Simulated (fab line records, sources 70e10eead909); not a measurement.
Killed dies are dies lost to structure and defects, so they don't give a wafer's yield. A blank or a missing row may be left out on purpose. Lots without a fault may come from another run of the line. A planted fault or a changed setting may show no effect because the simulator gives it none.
fab line records | flow nand_harc
record lots=7 wafers=21 last_day=32
route steps=1302 shown P_M1@315 P_M2@318
lots that met no fault: from a run of the same line without faults
start_h: hours from the record's first day to the start of the lot's first wafer shown | wait_h: hours since the lot's step before | " the same as in the row above | L1.1+2: a row that stands for several wafers | - no value, or no start given | * or withheld: withheld | < > ~ a bound
route shown NAME@n: a module of which the file shows steps, and the number in the route of the first | usual: mean/standard deviation of fault-free wafers | same: alike in all rows | chamber/n: place in a boat | sites: the reading at each site | _std_site: their standard deviation | _edge_site: outer sites' mean less inner sites' | radius_mm: how far each site lies from the wafer's centre | mask NAME#n: copy n | behind: the tool/chamber that last shaped the wafer | hold: why the lot was held/for how many hours/how that ended | device: the transistor (n, p or np) that didn't switch | end of line: the same wafers' tests at the end of the route | a step without rows: its recipe alone | killed: dies lost to structure and defects at the first sort, not the wafer's yield | map: a wafer's dies, x killed, . not, _ none there
set.NAME: the setting as run; set.NAME@STEP: as run at that earlier step | model.NAME: the simulator's own value behind a step, which no gauge read
lots at some steps of the route; a table a step, a row a wafer
services: from which hour (start_h, from the record's first day; less than 0 if before it) a tool's chamber was out of use, for how many hours, and why
## steps
# step NHARC_P_M1_INSPECT_27
# usual raw_defect_count=314/120
# columns lot.wafer tool chamber start_h wait_h raw_defect_count
L413.1 defect_inspect-01 - 157.80 0.0 556
L413.4 " - " " 600
L413.5 " - " " 496
L415.1 defect_inspect-01 - 185.48 0.0 298
L415.3 " - " " 352
L415.5 " - " " 233
L416.2 defect_inspect-02 - 188.61 0.0 199
L416.3 " - " " 203
L416.5 " - " " 188
L417.2 defect_inspect-02 - 206.47 0.0 409
L417.3 " - " " 291
L417.5 " - " " 319
L421.3 defect_inspect-02 - 237.10 0.0 239
L421.4 " - " " 324
L421.5 " - " " 720
L424.2 defect_inspect-01 - 275.52 0.0 165
L424.3 " - " " 301
L424.6 " - " " 154
L430.1 defect_inspect-01 - 328.08 0.0 361
L430.3 " - " " 298
L430.6 " - " " 366
# step NHARC_P_M1_PRE_CLEAN_32
# recipe time_s=12 temp_c=370 rf_power_w=300 gas=NH3
# usual heater_power_w=654/84
# columns lot.wafer tool chamber start_h wait_h heater_power_w
L413.1 pecvd-04 1 157.87 0.1 803
L413.4 " 1 " " 780
L413.5 " 1 " " 785
L415.1 pecvd-02 1 185.56 0.1 697
L415.3 " 2 " " 523
L415.5 " 2 " " 523
L416.3 pecvd-02 1 188.68 0.1 700
L416.2 " 2 " " 546
L416.5 " 2 " " 546
L417.3 pecvd-01 0 206.53 0.1 604
L417.2 " 1 " " 680
L417.5 " 0 " " 611
L421.4 pecvd-04 2 238.30 1.2 585
L421.3 " 1 " " 674
L421.5 " 1 " " 663
L424.3 pecvd-02 2 275.60 0.1 657
L424.2 " 0 " " 515
L424.6 " 0 " " 498
L430.3 pecvd-01 0 328.15 0.1 564
L430.1 " 1 " " 677
L430.6 " 1 " " 674
# step NHARC_P_M1_DEP_33
# recipe target_thk_a=300 temp_c=370 target_thk_nm=30 pressure_torr=3 flow_sccm=200 rf_w=450 material=SiCN
# usual heater_power_w=597/75
# columns lot.wafer tool chamber start_h wait_h heater_power_w
L413.1 pecvd-04 1 157.98 0.1 738
L413.4 " 1 " " 735
L413.5 " 1 " " 749
L415.1 pecvd-02 1 185.67 0.1 666
L415.3 " 2 " " 577
L415.5 " 2 " " 576
L416.3 pecvd-02 1 188.75 0.1 648
L416.2 " 2 " " 546
L416.5 " 2 " " 552
L417.3 pecvd-01 0 206.61 0.1 547
L417.2 " 1 " " 628
L417.5 " 0 " " 551
L421.4 pecvd-04 2 238.51 0.2 593
L421.3 " 1 " " 696
L421.5 " 1 " " 679
L424.3 pecvd-02 2 275.71 0.1 564
L424.2 " 0 " " 477
L424.6 " 0 " " 489
L430.3 pecvd-01 0 328.23 0.1 460
L430.1 " 1 " " 626
L430.6 " 1 " " 627
# step NHARC_P_M2_DEP_00
# recipe target_thk_a=1825 target_thk_nm=182.5 temp_c=withheld pressure_torr=5 flow_sccm=200 rf_w=600 material=SiOC
# step NHARC_P_M2_DEHYDRATE_01
# recipe temp_c=150 time_s=120
# step NHARC_P_M2_HMDS_02
# recipe time_s=30
# step NHARC_P_M2_COAT_34
# recipe temp_c=200 time_s=65
# step NHARC_P_M2_COAT_03
# recipe spin_rpm=1500 resist_thk_nm=90
# step NHARC_P_M2_SOFTBAKE_04
# recipe temp_c=105 time_s=55
# step NHARC_P_M2_EBR_05
# step NHARC_P_M2_EXPOSE_06
# recipe na=1.35 target_cd_nm=170 dose_mj=80.78 mask_id=P_M2
# step NHARC_P_M2_PEB_07
# recipe peb_temp_c=100 peb_time_s=65
# usual chill_plate_temp_C=22.98/0.092 exhaust_pa=45.1/0.97
# columns lot.wafer tool chamber start_h wait_h chill_plate_temp_C exhaust_pa
L413.1 litho_track-06 0 159.29 0.1 22.79 43.8
L413.4 " 0 " " 22.80 44.3
L413.5 " 0 " " 22.97 44.2
L415.1 litho_track-04 - 186.77 0.1 - -
L415.3 " - " " - -
L415.5 " - " " - -
L416.2 litho_track-06 - 189.78 0.1 - -
L416.3 " - " " - -
L416.5 " - " " - -
L417.2 litho_track-06 - 207.66 0.1 - -
L417.3 " - " " - -
L417.5 " - " " - -
L421.3 litho_track-01 0 239.68 0.0 23.03 44.9
L421.4 " 0 " " 23.04 44.8
L421.5 " 0 " " 23.01 45.4
L424.2 litho_track-06 0 277.27 0.1 22.84 45.4
L424.3 " 0 " " 22.92 45.2
L424.6 " 0 " " 23.10 45.1
L430.1 litho_track-06 0 329.26 0.1 23.11 45.2
L430.3 " 0 " " 23.06 43.5
L430.6 " 0 " " 22.94 44.0
# step NHARC_P_M2_DEVELOP_08
# recipe develop_time_s=35 dev_temp_c=23
## services
# columns tool chamber start_h hours kind
pecvd-01 0 143.16 - clean
pecvd-01 1 143.16 - clean
pecvd-01 2 143.16 - clean
pecvd-04 0 152.83 132.2 repair
litho_track-01 - 155.00 7.0 pm
pecvd-02 2 166.95 6.4 repair
litho_track-06 - 179.00 7.0 pm
litho_track-04 - 203.00 7.0 pm
pecvd-02 - 227.33 13.0 pm
pecvd-02 0 227.33 13.0 vent_cycle
pecvd-02 1 227.33 13.0 vent_cycle
pecvd-02 2 227.33 13.0 vent_cycle
pecvd-02 0 240.33 - clean
pecvd-02 1 240.33 - clean
pecvd-02 2 240.33 - clean
pecvd-04 - 269.41 13.0 pm
pecvd-04 1 269.41 13.0 vent_cycle
pecvd-04 2 269.41 13.0 vent_cycle
pecvd-04 1 282.41 - clean
pecvd-04 2 282.41 - clean
pecvd-01 - 311.16 13.0 pm
pecvd-01 0 311.16 13.0 vent_cycle
pecvd-01 1 311.16 13.0 vent_cycle
pecvd-01 2 311.16 13.0 vent_cycle
## key
first_sign step=NHARC_P_M2_PEB_07 reading=tool_record direction=missing
effect none on later readings
met_at NHARC_P_M2_PEB_07
struck_wafers L415.1,L415.3,L415.5,L416.2,L416.3,L416.5,L417.2,L417.3,L417.5
later_rows_left_out L415.1,L415.3,L415.5,L416.2,L416.3,L416.5,L417.2,L417.3,L417.5
sort_left_out L415.1,L415.3,L415.5,L416.2,L416.3,L416.5,L417.2,L417.3,L417.5
onset_between 159.29 186.77
fault kind=skipped_step_whole tool=litho_track-04,litho_track-06 chamber=- onset_h=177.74 steps=NHARC_P_M2_PEB_07 scope=struck_lots_only
# sort_left_out: the simulated sort isn't trusted on such a fault, so these wafers' sort isn't shown, and their yield isn't known
# later_rows_left_out: the simulator's readings of these wafers behind a module that went badly wrong aren't trusted and aren't shown, but for the sort
